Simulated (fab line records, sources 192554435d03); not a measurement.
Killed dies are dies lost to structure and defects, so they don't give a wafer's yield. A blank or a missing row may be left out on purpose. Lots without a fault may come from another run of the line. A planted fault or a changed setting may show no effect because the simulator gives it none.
Which tool did it? | flow n5_finfet | 24 lots, 72 wafers sampled, at 3 steps of a route of 1938

WHAT THE GAUGES READ, wafer by wafer
N5_BEOL_M13_CD_MEAS_10: target cd 190 nm. Usual: cd_nm 190.4 nm, standard deviation 1.5.
lot  | measured     | on        | cd_nm (nm)        | flag
L074 | day 10 07:05 | cd_sem-02 | 189.6 188.9 189.6 |
L076 | day 10 13:07 | cd_sem-03 | 188.4 190.9 188.5 |
L075 | day 10 15:22 | cd_sem-02 | 189.0 190.2 188.5 |
L077 | day 10 19:26 | cd_sem-01 | 190.8 191.4 193.3 |
L078 | day 10 23:17 | cd_sem-02 | 190.0 190.0 189.9 |
L079 | day 11 05:21 | cd_sem-03 | 192.6 193.6 193.3 |
L080 | day 11 06:55 | cd_sem-03 | 191.6 192.4 191.5 |
L082 | day 11 11:11 | cd_sem-02 | 190.5 191.4 190.5 |
L081 | day 11 15:37 | cd_sem-03 | 191.7 190.6 191.2 |
L083 | day 11 16:22 | cd_sem-02 | 191.4 190.7 191.9 |
L084 | day 12 01:35 | cd_sem-02 | 189.9 191.7 190.9 |
L088 | day 15 10:53 | cd_sem-01 | 189.4 189.5 191.3 |
L095 | day 16 00:17 | cd_sem-03 | 190.4 191.5 194.0 |
L094 | day 16 02:04 | cd_sem-03 | 190.1 189.9 191.3 |
L090 | day 16 02:47 | cd_sem-03 | 187.7 185.9 187.6 |
L085 | day 16 08:01 | cd_sem-02 | 186.4 189.8 187.2 |
L089 | day 16 19:55 | cd_sem-02 | 190.6 191.4 190.4 |
L092 | day 16 21:56 | cd_sem-03 | 191.1 189.8 191.5 |
L091 | day 16 22:15 | cd_sem-03 | 190.1 192.7 190.9 |
L093 | day 17 13:44 | cd_sem-03 | 192.3 192.2 190.2 |
L087 | day 17 13:58 | cd_sem-03 | 191.0 191.0 191.6 |
L096 | day 17 14:50 | cd_sem-02 | 191.3 189.5 190.4 |
L097 | day 18 04:47 | cd_sem-02 | 189.7 190.9 188.8 |
L086 | day 18 05:20 | cd_sem-03 | 189.6 191.5 189.3 |

N5_BEOL_M13_OVL_MEAS_11. Usual: V12_OVL 0 nm, standard deviation 5.7.
lot  | measured     | on         | V12_OVL (nm) | flag
L074 | day 10 07:07 | overlay-02 | -4 -8 -9     |
L076 | day 10 13:09 | overlay-01 | -8 -6 -3     |
L075 | day 10 15:24 | overlay-02 | -2 0 2       |
L077 | day 10 19:28 | overlay-01 | 2 0 3        |
L078 | day 10 23:19 | overlay-01 | 1 0 2        |
L079 | day 11 05:23 | overlay-02 | 1 4 2        |
L080 | day 11 06:56 | overlay-01 | -2 5 1       |
L082 | day 11 11:13 | overlay-01 | -11 -14 -1   |
L081 | day 11 15:38 | overlay-02 | 11 -5 2      |
L083 | day 11 16:24 | overlay-02 | -7 -7 -7     |
L084 | day 12 01:37 | overlay-01 | 3 9 7        |
L088 | day 15 10:55 | overlay-01 | 0 -12 -11    |
L095 | day 16 00:19 | overlay-01 | 6 2 2        |
L094 | day 16 02:06 | overlay-02 | 1 6 0        |
L090 | day 16 02:49 | overlay-01 | -9 -5 -11    |
L085 | day 16 08:02 | overlay-02 | 4 3 -1       |
L089 | day 16 19:56 | overlay-01 | 2 5 2        |
L092 | day 16 21:58 | overlay-01 | 5 0 1        |
L091 | day 16 22:17 | overlay-01 | 0 -4 -9      |
L093 | day 17 13:46 | overlay-01 | 13 5 9       |
L087 | day 17 14:00 | overlay-01 | 14 6 6       |
L096 | day 17 14:52 | overlay-01 | 1 6 -4       |
L097 | day 18 04:49 | overlay-02 | 1 6 8        |
L086 | day 18 05:22 | overlay-02 | 3 4 0        |

WHICH TOOL RAN EACH LOT (tool, then ch and the chambers of the sampled wafers, then the start)
lot  | N5_BEOL_M12_DEP_53
L074 | pecvd-01 ch 0,1, day 10 06:30
L076 | pecvd-01 ch 0,2, day 10 12:25
L075 | pecvd-01 ch 0,1,2, day 10 14:38
L077 | pecvd-04 ch 0,1,2, day 10 18:51
L078 | pecvd-02 ch 2, day 10 22:41
L079 | pecvd-01 ch 0,2, day 11 04:46
L080 | pecvd-04 ch 0,1, day 11 06:19
L082 | pecvd-02 ch 0,1,2, day 11 10:36
L081 | pecvd-01 ch 0,2, day 11 15:01
L083 | pecvd-02 ch 0,1,2, day 11 15:40
L084 | pecvd-02 ch 0,2, day 12 00:52
L088 | pecvd-04 ch 0,1, day 15 10:19
L095 | pecvd-01 ch 1,2, day 15 23:41
L094 | pecvd-01 ch 0,1, day 16 01:29
L090 | pecvd-04 ch 0,2, day 16 02:05
L085 | pecvd-01 ch 1,2, day 16 07:26
L089 | pecvd-02 ch 0,1,2, day 16 19:12
L092 | pecvd-01 ch 0, day 16 21:09
L091 | pecvd-02 ch 0,1,2, day 16 21:40
L093 | pecvd-01 ch 0,2, day 17 13:02
L087 | pecvd-02 ch 0,1,2, day 17 13:23
L096 | pecvd-02 ch 0,2, day 17 14:12
L097 | pecvd-02 ch 0,1,2, day 18 04:01
L086 | pecvd-02 ch 0,1, day 18 04:45
- N5_BEOL_M12_DEP_53: deposits SiCN from 3MS/NH3, target thk 30 nm, time 10.5 s.

WHAT THE TOOLS THEMSELVES READ (means of the sampled wafers that have a number; where no wafer has one, the mark that the record gives instead)
N5_BEOL_M12_DEP_53. Usual: showerhead_plenum_p_Torr 4.154 Torr, standard deviation 0.029; throttle_valve_pct 18.5 %, standard deviation 1.1.
lot  | tool     | showerhead_plenum_p_Torr (Torr) | throttle_valve_pct (%) | flag
L074 | pecvd-01 | 4.187                           | 19.9                   |
L076 | pecvd-01 | 4.173                           | 19.2                   |
L075 | pecvd-01 | 4.158                           | 18.7                   |
L077 | pecvd-04 | 4.165                           | 17.8                   |
L078 | pecvd-02 | 4.140                           | 17.7                   |
L079 | pecvd-01 | 4.174                           | 19.4                   |
L080 | pecvd-04 | 4.189                           | 18.5                   |
L082 | pecvd-02 | 4.140                           | 18.3                   |
L081 | pecvd-01 | 4.135                           | 18.1                   |
L083 | pecvd-02 | 4.141                           | 18.3                   |
L084 | pecvd-02 | 4.138                           | 18.2                   |
L088 | pecvd-04 | 4.180                           | 19.0                   |
L095 | pecvd-01 | 4.129                           | 17.7                   |
L094 | pecvd-01 | 4.189                           | 19.8                   |
L090 | pecvd-04 | 4.151                           | 17.6                   |
L085 | pecvd-01 | 4.126                           | 17.8                   |
L089 | pecvd-02 | 4.144                           | 18.6                   |
L092 | pecvd-01 | 4.202                           | 20.5                   |
L091 | pecvd-02 | 4.145                           | 18.7                   |
L093 | pecvd-01 | 4.146                           | 18.2                   |
L087 | pecvd-02 | 4.146                           | 18.6                   |
L096 | pecvd-02 | 4.144                           | 18.8                   |
L097 | pecvd-02 | 4.147                           | 18.5                   |
L086 | pecvd-02 | 4.151                           | 19.0                   |

THE ANSWER, worked out from the rows above alone
Rule: a lot is off if the mean of its wafers that have a number lies more than 3 standard deviations from the usual mean. A lot without any number at a reading at which 4 lots or more have one is off too. The other lots that the step has rows for count as sound. The gauges are gone through in route order, then the tools' own readings, and for those a lot's mean is taken as printed above. The first step at which some lot is off is used, and at that step the reading that is off furthest; a lot without a number counts as furthest.
No lot is off at any reading shown: from this, nothing can be told.

WHAT THE SIMULATOR HAD PUT IN
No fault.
